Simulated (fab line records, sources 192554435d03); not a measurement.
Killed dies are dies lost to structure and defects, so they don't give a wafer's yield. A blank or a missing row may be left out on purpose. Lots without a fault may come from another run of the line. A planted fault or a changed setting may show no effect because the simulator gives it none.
fab line records | flow n5_finfet | part 1 of 2: steps 1 to 21 of 31
record lots=5 wafers=15 last_day=16
route steps=1938 shown BEOL_M3@973
lots that met no fault: from a run of the same line without faults
start_h: hours from the record's first day to the start of the lot's first wafer shown | wait_h: hours since the lot's step before | " the same as in the row above | L1.1+2: a row that stands for several wafers | - no value, or no start given | * or withheld: withheld | < > ~ a bound
route shown NAME@n: a module of which the file shows steps, and the number in the route of the first | usual: mean/standard deviation of fault-free wafers | same: alike in all rows | chamber/n: place in a boat | sites: the reading at each site | _std_site: their standard deviation | _edge_site: outer sites' mean less inner sites' | radius_mm: how far each site lies from the wafer's centre | mask NAME#n: copy n | behind: the tool/chamber that last shaped the wafer | hold: why the lot was held/for how many hours/how that ended | device: the transistor (n, p or np) that didn't switch | end of line: the same wafers' tests at the end of the route | a step without rows: its recipe alone | killed: dies lost to structure and defects at the first sort, not the wafer's yield | map: a wafer's dies, x killed, . not, _ none there
set.NAME: the setting as run; set.NAME@STEP: as run at that earlier step | model.NAME: the simulator's own value behind a step, which no gauge read
lots at some steps of the route; a table a step, a row a wafer
services: from which hour (start_h, from the record's first day; less than 0 if before it) a tool's chamber was out of use, for how many hours, and why
## steps
# step N5_BEOL_M3_ETCHBACK_99
# recipe chemistry=CHF3 target=SiO2 target_depth_a=50 time_s=10.4 source_w=215 bias_w=47 Ar_flow_sccm=200 CHF3_flow_sccm=12 ion_energy_ev=100 pressure_mtorr=30
# usual CHF3_flow_sccm=12.00/0.034 drypump_motor_current_A=5.5/0.43 oes_product_au=0.78/0.086 rf_vpp_V=240/3.9 showerhead_plenum_p_Torr=2.17/0.064 throttle_valve_pct=17.03/0.24
# same time_s=10.4
# columns lot.wafer tool chamber start_h wait_h CHF3_flow_sccm drypump_motor_current_A oes_product_au rf_hours_counter_h rf_vpp_V showerhead_plenum_p_Torr throttle_valve_pct
L075.3 rie_diel-02 1 160.88 5.5 12.02 5.4 0.90 28 245 2.18 16.71
L075.5 " 0 " " 11.97 5.9 0.94 - 245 2.28 16.53
L075.6 " 3 " " 11.99 5.8 0.75 - 245 2.24 17.11
L078.4 rie_diel-03 1 167.22 0.1 12.00 5.4 0.81 102 239 2.18 16.96
L078.5 " 1 " " 12.02 5.4 0.82 - 240 2.18 16.96
L078.6 " 2 " " 11.98 4.8 0.98 - 236 2.21 16.93
L079.4 rie_diel-05 1 178.80 0.1 11.97 5.0 0.72 205 238 2.22 16.98
L079.5 " 2 " " 11.99 6.3 0.69 - 244 2.04 17.35
L079.6 " 1 " " 12.00 5.0 0.73 - 238 2.22 16.99
L091.2 rie_diel-03 3 248.90 6.4 12.01 5.4 0.68 216 240 2.14 17.17
L091.3 " 1 " " 11.98 5.4 0.79 125 239 2.17 16.99
L091.4 " 0 " " 11.99 5.5 0.78 - 237 2.15 16.92
L093.3 rie_diel-03 0 266.72 2.8 12.05 5.6 0.77 126 235 2.15 16.95
L093.5 " 2 " " 12.01 4.8 0.90 - 236 2.20 16.98
L093.6 " 1 " " 12.03 5.4 0.78 - 240 2.17 17.01
# step N5_BEOL_M3_ETCH_70
# recipe chemistry=N2/H2 target=SOC target_depth_a=800 overetch_a=160 mask_material=SiARC temp_c=40 time_s=120 ion_energy_ev=200 pressure_mtorr=30 source_w=840 bias_w=150 n2_flow_sccm=200 h2_flow_sccm=200
# usual drypump_motor_current_A=5.5/0.43 oes_product_au=0.60/0.063 rf_vpp_V=524.4/2.4 showerhead_plenum_p_Torr=2.56/0.074 throttle_valve_pct=17.75/0.26
# same time_s=120
# columns lot.wafer tool chamber start_h wait_h drypump_motor_current_A oes_product_au rf_hours_counter_h rf_vpp_V showerhead_plenum_p_Torr throttle_valve_pct
L075.3 rie_diel-02 1 160.91 0.0 5.4 0.67 28 526.9 2.59 17.55
L075.5 " 0 " " 5.9 0.71 - 528.2 2.70 17.15
L075.6 " 3 " " 5.7 0.57 - 526.0 2.63 17.68
L078.4 rie_diel-03 1 167.26 0.0 5.4 0.62 102 523.2 2.56 17.55
L078.5 " 1 " " 5.4 0.62 - 524.7 2.56 17.56
L078.6 " 2 " " 4.8 0.75 - 525.2 2.61 17.66
L079.4 rie_diel-05 1 178.84 0.0 5.0 0.55 205 526.7 2.62 17.74
L079.5 " 2 " " 6.3 0.53 - 520.9 2.41 18.14
L079.6 " 1 " " 5.0 0.55 - 525.4 2.62 17.74
L091.2 rie_diel-03 3 248.94 0.0 5.4 0.54 216 522.9 2.51 17.81
L091.3 " 1 " " 5.4 0.60 125 524.5 2.55 17.60
L091.4 " 0 " " 5.5 0.61 - 525.3 2.56 17.78
L093.3 rie_diel-03 0 266.76 0.0 5.5 0.60 126 524.1 2.56 17.80
L093.5 " 2 " " 4.8 0.68 - 526.6 2.60 17.68
L093.6 " 1 " " 5.4 0.60 - 524.4 2.54 17.61
# step N5_BEOL_M3_STRIP_71
# recipe chemistry=N2/H2 temp_c=40 n2_flow_sccm=200 h2_flow_sccm=200 rf_frequency_hz=6e+07
# columns lot.wafer tool chamber start_h wait_h
L075.3+5+6 rie_diel-02 1,0,3 161.00 0.0
L078.4+5+6 rie_diel-03 1,1,2 167.34 0.0
L079.4+5+6 rie_diel-05 1,2,1 178.92 0.0
L091.2+3+4 rie_diel-03 3,1,0 249.02 0.0
L093.3+5+6 rie_diel-03 0,2,1 266.84 0.0
# step N5_BEOL_M3_STRIP_78
# recipe chemistry=N2/H2 temp_c=40 n2_flow_sccm=200 h2_flow_sccm=200 rf_frequency_hz=6e+07
# columns lot.wafer tool chamber start_h wait_h
L075.3+5+6 rie_diel-02 1,0,3 161.01 0.0
L078.4+5+6 rie_diel-03 1,1,2 167.35 0.0
L079.4+5+6 rie_diel-05 1,2,1 178.93 0.0
L091.2+3+4 rie_diel-03 3,1,0 249.03 0.0
L093.3+5+6 rie_diel-03 0,2,1 266.85 0.0
# step N5_BEOL_M3_VIA_ETCH_34
# recipe chemistry=C4F6/O2 target_depth_a=694 mask_material=SOC pressure_mtorr=15 ion_energy_ev=250 taper_deg=4 time_s=65.9 source_w=350 bias_w=170 Ar_flow_sccm=300 C4F6_flow_sccm=10 O2_flow_sccm=10
# usual drypump_motor_current_A=5.5/0.43 oes_product_au=0.78/0.085 rf_vpp_V=664/11 showerhead_plenum_p_Torr=2.86/0.081 throttle_valve_pct=30.70/0.23
# same time_s=65.9
# columns lot.wafer tool chamber start_h wait_h drypump_motor_current_A oes_product_au rf_hours_counter_h rf_vpp_V showerhead_plenum_p_Torr throttle_valve_pct
L075.3 rie_diel-02 1 161.02 0.0 5.4 0.89 28 674 2.88 30.45
L075.5 " 0 " " 5.9 0.92 - 678 3.01 30.20
L075.6 " 3 " " 5.8 0.74 - 678 2.95 30.70
L078.4 rie_diel-03 1 167.36 0.0 5.4 0.81 102 661 2.87 30.67
L078.5 " 1 " " 5.4 0.81 - 660 2.87 30.67
L078.6 " 2 " " 4.9 0.98 - 655 2.92 30.73
L079.4 rie_diel-05 1 178.94 0.0 5.0 0.72 205 659 2.93 30.54
L079.5 " 2 " " 6.4 0.70 - 675 2.70 30.96
L079.6 " 1 " " 5.0 0.72 - 660 2.93 30.55
L091.2 rie_diel-03 3 249.04 0.0 5.3 0.69 216 664 2.82 30.87
L091.3 " 1 " " 5.4 0.78 125 658 2.86 30.71
L091.4 " 0 " " 5.5 0.79 - 655 2.84 30.55
L093.3 rie_diel-03 0 266.86 0.0 5.5 0.78 126 654 2.84 30.55
L093.5 " 2 " " 4.9 0.90 - 655 2.91 30.75
L093.6 " 1 " " 5.4 0.78 - 660 2.86 30.70
# step N5_BEOL_M3_STRIP_83
# recipe chemistry=C4F6/O2 resist=SiARC rf_frequency_hz=6e+07
# columns lot.wafer tool chamber start_h wait_h
L075.3+5+6 rie_diel-02 1,0,3 161.07 0.0
L078.4+5+6 rie_diel-03 1,1,2 167.41 0.0
L079.4+5+6 rie_diel-05 1,2,1 178.99 0.0
L091.2+3+4 rie_diel-03 3,1,0 249.09 0.0
L093.3+5+6 rie_diel-03 0,2,1 266.91 0.0
# step N5_BEOL_M3_STRIP_36
# recipe chemistry=N2/H2 power_w=450 temp_c=40 pressure_mtorr=20 rf_frequency_hz=6e+07 overash_fraction=0.3 bias_power_w=7 h2_frac=0.5 n2_flow_sccm=200 h2_flow_sccm=200
# usual drypump_motor_current_A=5.5/0.43 oes_product_au=0.78/0.089 rf_vpp_V=59.2/1.4 showerhead_plenum_p_Torr=2.56/0.074 throttle_valve_pct=23.54/0.3
# columns lot.wafer tool chamber start_h wait_h drypump_motor_current_A oes_product_au rf_hours_counter_h rf_vpp_V showerhead_plenum_p_Torr throttle_valve_pct
L075.3 rie_diel-02 1 161.08 0.0 5.4 0.91 28 58.9 2.59 23.43
L075.5 " 0 " " 5.9 0.95 - 59.8 2.69 22.85
L075.6 " 3 " " 5.8 0.75 - 59.4 2.63 23.31
L078.4 rie_diel-03 1 167.42 0.0 5.5 0.81 102 60.3 2.55 23.32
L078.5 " 1 " " 5.5 0.81 - 59.5 2.55 23.30
L078.6 " 2 " " 4.8 0.99 - 58.7 2.60 23.48
L079.4 rie_diel-05 1 179.00 0.0 5.1 0.70 205 59.8 2.62 23.52
L079.5 " 2 " " 6.3 0.70 - 59.0 2.41 23.95
L079.6 " 1 " " 5.0 0.71 - 58.3 2.62 23.57
L091.2 rie_diel-03 3 249.10 0.0 5.4 0.69 216 60.2 2.51 23.59
L091.3 " 1 " " 5.4 0.79 125 57.5 2.54 23.31
L091.4 " 0 " " 5.5 0.79 - 58.8 2.56 23.65
L093.3 rie_diel-03 0 266.92 0.0 5.5 0.78 126 59.6 2.55 23.70
L093.5 " 2 " " 4.8 0.92 - 60.7 2.59 23.53
L093.6 " 1 " " 5.5 0.78 - 58.8 2.54 23.35
# step N5_BEOL_M3_TRENCH_ETCH_37
# recipe chemistry=C4F6/O2 target_depth_a=555.55 target=SiOC time_s=29.2 ion_energy_ev=250 pressure_mtorr=30 source_w=355 bias_w=185 Ar_flow_sccm=300 C4F6_flow_sccm=10 O2_flow_sccm=10
# usual drypump_motor_current_A=5.5/0.43 oes_product_au=0.78/0.085 rf_vpp_V=664/11 showerhead_plenum_p_Torr=2.87/0.081 throttle_valve_pct=20.81/0.23
# same time_s=29.2
# columns lot.wafer tool chamber start_h wait_h drypump_motor_current_A oes_product_au rf_hours_counter_h rf_vpp_V showerhead_plenum_p_Torr throttle_valve_pct
L075.3 rie_diel-02 1 - - 5.4 0.89 28 674 2.89 20.53
L075.5 " 0 " " 5.9 0.94 - 678 3.01 20.31
L075.6 " 3 " " 5.8 0.75 - 679 2.96 20.88
L078.4 rie_diel-03 1 - - 5.4 0.81 102 660 2.88 20.75
L078.5 " 1 " " 5.5 0.81 - 660 2.88 20.76
L078.6 " 2 " " 4.9 0.98 - 654 2.92 20.77
L079.4 rie_diel-05 1 - - 5.1 0.71 205 659 2.93 20.72
L079.5 " 2 " " 6.4 0.69 - 677 2.70 21.10
L079.6 " 1 " " 5.1 0.72 - 659 2.93 20.70
L091.2 rie_diel-03 3 - - 5.4 0.69 216 661 2.83 20.91
L091.3 " 1 " " 5.4 0.78 125 659 2.87 20.79
L091.4 " 0 " " 5.6 0.79 - 653 2.85 20.69
L093.3 rie_diel-03 0 - - 5.5 0.77 126 654 2.84 20.71
L093.5 " 2 " " 4.8 0.90 - 655 2.91 20.80
L093.6 " 1 " " 5.4 0.78 - 661 2.86 20.80
# step N5_BEOL_M3_ETCH_41
# recipe chemistry=CH3F/O2 target=SiCN target_depth_a=299 taper_deg=2 time_s=52.5 ion_energy_ev=120 mask_material=TiN pressure_mtorr=30 source_w=395 bias_w=75 Ar_flow_sccm=150 CH3F_flow_sccm=30 O2_flow_sccm=20
# usual drypump_motor_current_A=5.5/0.43 oes_product_au=0.78/0.086 rf_vpp_V=297.6/1.6 showerhead_plenum_p_Torr=2.01/0.06 throttle_valve_pct=16.28/0.24
# same time_s=52.5
# columns lot.wafer tool chamber start_h wait_h drypump_motor_current_A oes_product_au rf_hours_counter_h rf_vpp_V showerhead_plenum_p_Torr throttle_valve_pct
L075.3 rie_diel-02 1 - - 5.4 0.88 28 299.7 2.03 16.00
L075.5 " 0 " " 5.9 0.93 - 299.9 2.12 15.78
L075.6 " 3 " " 5.7 0.74 - 299.1 2.08 16.36
L078.4 rie_diel-03 1 - - 5.5 0.82 102 298.7 2.02 16.18
L078.5 " 1 " " 5.4 0.82 - 296.2 2.02 16.18
L078.6 " 2 " " 4.9 0.98 - 298.2 2.05 16.15
L079.4 rie_diel-05 1 - - 5.0 0.71 205 298.7 2.06 16.25
L079.5 " 2 " " 6.3 0.69 - 295.8 1.89 16.63
L079.6 " 1 " " 5.0 0.71 - 299.4 2.06 16.26
L091.2 rie_diel-03 3 - - 5.3 0.69 216 296.4 1.98 16.43
L091.3 " 1 " " 5.4 0.79 125 296.1 2.02 16.24
L091.4 " 0 " " 5.5 0.79 - 296.7 2.00 16.21
L093.3 rie_diel-03 0 - - 5.5 0.78 126 299.2 2.00 16.21
L093.5 " 2 " " 4.8 0.90 - 298.8 2.05 16.21
L093.6 " 1 " " 5.5 0.78 - 296.5 2.01 16.25
# step N5_BEOL_M3_STRIP_97
# recipe chemistry=N2/H2 time_s=10 power_w=450 temp_c=40 pressure_mtorr=20 rf_frequency_hz=6e+07 bias_power_w=7 n2_flow_sccm=200 h2_flow_sccm=200
# usual drypump_motor_current_A=5.5/0.43 oes_product_au=0.78/0.088 rf_vpp_V=59.1/0.87 showerhead_plenum_p_Torr=2.55/0.074 throttle_valve_pct=23.5/0.3
# same time_s=10
# columns lot.wafer tool chamber start_h wait_h drypump_motor_current_A oes_product_au rf_hours_counter_h rf_vpp_V showerhead_plenum_p_Torr throttle_valve_pct
L075.3 rie_diel-02 1 - - 5.4 0.90 28 60.5 2.59 23.4
L075.5 " 0 " " 5.9 0.94 - 60.9 2.69 22.8
L075.6 " 3 " " 5.8 0.74 - 58.6 2.63 23.3
L078.4 rie_diel-03 1 - - 5.4 0.81 102 58.9 2.55 23.3
L078.5 " 1 " " 5.4 0.81 - 57.8 2.55 23.3
L078.6 " 2 " " 4.9 0.99 - 58.7 2.60 23.5
L079.4 rie_diel-05 1 - - 5.0 0.72 205 60.7 2.62 23.6
L079.5 " 2 " " 6.3 0.70 - 59.6 2.41 24.0
L079.6 " 1 " " 5.0 0.72 - 60.6 2.62 23.6
L091.2 rie_diel-03 3 - - 5.3 0.70 216 58.2 2.51 23.6
L091.3 " 1 " " 5.4 0.79 125 58.9 2.54 23.3
L091.4 " 0 " " 5.5 0.79 - 59.1 2.56 23.7
L093.3 rie_diel-03 0 - - 5.5 0.78 126 59.0 2.55 23.7
L093.5 " 2 " " 4.8 0.91 - 58.9 2.59 23.5
L093.6 " 1 " " 5.4 0.78 - 59.2 2.54 23.3
# step N5_BEOL_M3_OCD_MEAS_38
# usual trench_depth_nm=55.5/0.85
# columns lot.wafer tool chamber start_h wait_h trench_depth_nm
L075.3 ocd-02 - 161.27 - 57.4
L075.5 " - " " 56.5
L075.6 " - " " 56.5
L078.4 ocd-02 - 167.62 - 55.4
L078.5 " - " " 55.6
L078.6 " - " " 56.2
L079.4 ocd-02 - 179.19 - 54.1
L079.5 " - " " 55.4
L079.6 " - " " 54.1
L091.2 ocd-01 - 249.29 - 55.1
L091.3 " - " " 55.9
L091.4 " - " " 56.6
L093.3 ocd-01 - 267.12 - 55.3
L093.5 " - " " 56.2
L093.6 " - " " 55.4
# step N5_BEOL_M3_HM_STRIP_39
# recipe chemistry=peroxide_tin_strip material=TiN target_depth_a=250 temp_c=50 time_s=158
# same time_s=158
# columns lot.wafer tool chamber start_h wait_h
L075.3+5+6 wet_bench-02 0,1,4 161.30 0.0
L078.4+5+6 wet_bench-02 4,0,3 167.65 0.0
L079.4+5+6 wet_bench-04 6,5,4 179.22 0.0
L091.2+3+4 wet_bench-04 5,2,1 249.32 0.0
L093.3+5+6 wet_bench-02 3,2,6 267.15 0.0
# step N5_BEOL_M3_SRD_40
# recipe time_s=30 temp_c=23 rinse_liquid=diw dry=ipa_marangoni
# same time_s=30
# columns lot.wafer tool chamber start_h wait_h
L075.3+5+6 wet_bench-02 0,1,4 161.35 0.0
L078.4+5+6 wet_bench-02 4,0,3 167.69 0.0
L079.4+5+6 wet_bench-04 6,5,4 179.27 0.0
L091.2+3+4 wet_bench-04 5,2,1 249.37 0.0
L093.3+5+6 wet_bench-02 3,2,6 267.19 0.0
# step N5_BEOL_M3_PRECLEAN_42
# recipe chemistry=residue_remover time_s=60 temp_c=40
# same time_s=60
# columns lot.wafer tool chamber start_h wait_h
L075.3+5+6 wet_bench-02 0,1,4 161.36 0.0
L078.4+5+6 wet_bench-02 4,0,3 167.71 0.0
L079.4+5+6 wet_bench-04 6,5,4 179.29 0.0
L091.2+3+4 wet_bench-04 5,2,1 249.39 0.0
L093.3+5+6 wet_bench-02 3,2,6 267.21 0.0
# step N5_BEOL_M3_SRD_43
# recipe time_s=30 temp_c=23 rinse_liquid=diw dry=ipa_marangoni
# same time_s=30
# columns lot.wafer tool chamber start_h wait_h
L075.3+5+6 wet_bench-02 0,1,4 161.38 0.0
L078.4+5+6 wet_bench-02 4,0,3 167.73 0.0
L079.4+5+6 wet_bench-04 6,5,4 179.30 0.0
L091.2+3+4 wet_bench-04 5,2,1 249.40 0.0
L093.3+5+6 wet_bench-02 3,2,6 267.23 0.0
# step N5_BEOL_M3_CD_MEAS_35
# recipe target_cd_nm=18 target_cd_y_nm=21 polarity=opening
# usual cd_nm=18.0/0.32
# columns lot.wafer tool chamber start_h wait_h cd_nm
L075.3 cd_sem-02 - 161.42 0.0 18.4
L075.5 " - " " 18.0
L075.6 " - " " 17.9
L078.4 cd_sem-03 - 167.77 0.0 17.8
L078.5 " - " " 17.5
L078.6 " - " " 18.0
L079.4 cd_sem-03 - 179.35 0.0 18.2
L079.5 " - " " 18.3
L079.6 " - " " 17.7
L091.2 cd_sem-01 - 249.44 0.0 17.9
L091.3 " - " " 18.1
L091.4 " - " " 18.0
L093.3 cd_sem-02 - 267.27 0.0 17.9
L093.5 " - " " 18.0
L093.6 " - " " 17.8
# step N5_BEOL_M3_DEGAS_44
# recipe ambient=vacuum temp_c=250 time_s=60
# usual heater_power_w=344/44
# same time_s=60
# columns lot.wafer tool chamber start_h wait_h heater_power_w
L075.3 pvd_sputter-02 - 161.47 0.0 377
L075.5 " - " " 310
L075.6 " - " " 353
L078.4 pvd_sputter-02 - 167.91 0.1 385
L078.5 " - " " 348
L078.6 " - " " 304
L079.4 pvd_sputter-03 - 179.86 0.5 474
L079.5 " - " " 296
L079.6 " - " " 468
L091.2 pvd_sputter-03 - 249.55 0.1 347
L091.3 " - " " 469
L091.4 " - " " 289
L093.3 pvd_sputter-01 - 267.67 0.4 368
L093.5 " - " " 321
L093.6 " - " " 370
# step N5_BEOL_M3_PRE_CLEAN_45
# recipe gas=H2/He time_s=30 temp_c=250
# usual heater_power_w=344/43
# same time_s=30
# columns lot.wafer tool chamber start_h wait_h heater_power_w
L075.3 pvd_sputter-02 - 161.51 0.0 382
L075.5 " - " " 309
L075.6 " - " " 348
L078.4 pvd_sputter-02 - 167.95 0.0 384
L078.5 " - " " 341
L078.6 " - " " 308
L079.4 pvd_sputter-03 - 179.90 0.0 457
L079.5 " - " " 292
L079.6 " - " " 459
L091.2 pvd_sputter-03 - 249.59 0.0 354
L091.3 " - " " 462
L091.4 " - " " 293
L093.3 pvd_sputter-01 - 267.71 0.0 372
L093.5 " - " " 323
L093.6 " - " " 374
# step N5_BEOL_M3_ALD_84
# recipe material=TaN target_thk_a=* temp_c=275 ald_precursor_family=PDMAT ald_co_reactant=NH3 pressure_torr=3 carrier_flow_sccm=1500 pulse_time_s=2 purge_time_s=3 co_reactant_purge_time_s=2 co_reactant_pulse_time_s=3 ald_cycles=30 precursor_vessel_temp_c=75 precursor_vessel_pressure_torr=26.25 precursor_vessel_carrier_sccm=1000
# usual heater_power_w=429/38 mfc_carrier_sccm=1500/4.7
# columns lot.wafer tool chamber start_h wait_h heater_power_w mfc_carrier_sccm
L075.3 ald_metal-02 3 161.68 0.1 393 1502
L075.5 " 0 " " 397 1506
L075.6 " 1 " " 464 1503
L078.4 ald_metal-01 3 168.01 0.0 454 1504
L078.5 " 3 " " 435 1503
L078.6 " 2 " " 538 1509
L079.4 ald_metal-01 3 179.97 0.1 441 1497
L079.5 " 1 " " 456 1509
L079.6 " 0 " " 390 1492
L091.2 ald_metal-01 3 249.65 0.0 427 1488
L091.3 " 1 " " 450 1501
L091.4 " 2 " " 513 1501
L093.3 ald_metal-02 0 267.77 0.0 402 1503
L093.5 " 1 " " 480 1495
L093.6 " 2 " " 429 1507
# step N5_BEOL_M3_SURFACE_TREAT_85
# recipe gas=Ar time_s=* ion_energy_ev=* ion_current_ma_cm2=0.5 pressure_mtorr=* ar_flow_sccm=30
# usual throttle_valve_pct=*
# same time_s=*
# columns lot.wafer tool chamber start_h wait_h throttle_valve_pct
L075.3 pvd_sputter-03 - 163.30 1.5 *
L075.5 " - " " *
L075.6 " - " " *
L078.4 pvd_sputter-02 - 168.39 0.3 *
L078.5 " - " " *
L078.6 " - " " *
L079.4 pvd_sputter-03 - 180.38 0.3 *
L079.5 " - " " *
L079.6 " - " " *
L091.2 pvd_sputter-01 - 250.19 0.4 *
L091.3 " - " " *
L091.4 " - " " *
L093.3 pvd_sputter-01 - 268.15 0.3 *
L093.5 " - " " *
L093.6 " - " " *
# step N5_BEOL_M3_CVD_47
# recipe material=Co target_thk_a=30 temp_c=withheld precursor=CCTBA/H2 pressure_torr=30 time_s=223.8
# same time_s=223.8
# columns lot.wafer tool chamber start_h wait_h
L075.3+5+6 cvd_co-02 2,0,1 163.47 0.2
L078.4+5+6 cvd_co-02 2,0,1 168.86 0.4
L079.4+5+6 cvd_co-02 2,1,0 180.56 0.2
L091.2+3+4 cvd_co-02 0,1,1 250.48 0.3
L093.3+5+6 cvd_co-01 0,1,0 268.44 0.3
